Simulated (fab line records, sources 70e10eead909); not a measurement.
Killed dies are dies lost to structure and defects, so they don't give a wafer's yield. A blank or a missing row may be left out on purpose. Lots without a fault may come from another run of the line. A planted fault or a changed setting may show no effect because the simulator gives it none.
Chamber matching | flow nand_harc | NHARC_P_M2_ETCH_35 on rie_diel-04: 4 sister chambers
The step etches the open film in N2/H2, target depth 40 nm, overetch 12 nm, time 43.94 s. 4 wafers are shown with their chamber, then 12 later ones without.

WAFERS WITH THEIR CHAMBER
wafer  | chamber | drypump_motor_current_A (A)
L093.1 | 2       | 5.9
L094.1 | 1       | 4.7
L094.2 | 3       | 6.3
L094.3 | 0       | 5.4

WAFERS WITHOUT THEIR CHAMBER
wafer  | drypump_motor_current_A (A)
L094.4 | 5.8
L094.5 | 5.8
L094.6 | 6.3
L095.2 | 5.4
L095.4 | 4.7
L095.6 | 5.8
L095.1 | 6.3
L095.3 | 5.8
L095.5 | 4.7
L097.1 | 5.8
L097.3 | 6.3
L097.4 | 5.4

WHICH CHAMBER EACH WENT THROUGH
wafer  | from the rows above | in truth
L094.4 | 2                   | 2
L094.5 | 2                   | 2
L094.6 | 3                   | 3
L095.2 | 0                   | 0
L095.4 | 1                   | 1
L095.6 | 2                   | 2
L095.1 | 3                   | 3
L095.3 | 2                   | 2
L095.5 | 1                   | 1
L097.1 | 2                   | 2
L097.3 | 3                   | 3
L097.4 | 0                   | 0
Placed correctly: 12 of 12. Can't be placed from these rows: 0. Placed wrongly: 0.
How it was worked out, from the rows above alone: a wafer's distance from a chamber is the root of the sum, over the readings, of the square of ((its reading less the chamber's mean) divided by the reading's scatter). The wafer belongs to the nearest chamber; if the next one is less than 2 further off, it can't be placed. A chamber's mean is the mean of its shown wafers. The scatter: with one shown wafer a chamber, the root of the mean of the squares of how far each hidden wafer lies from its nearest shown one.
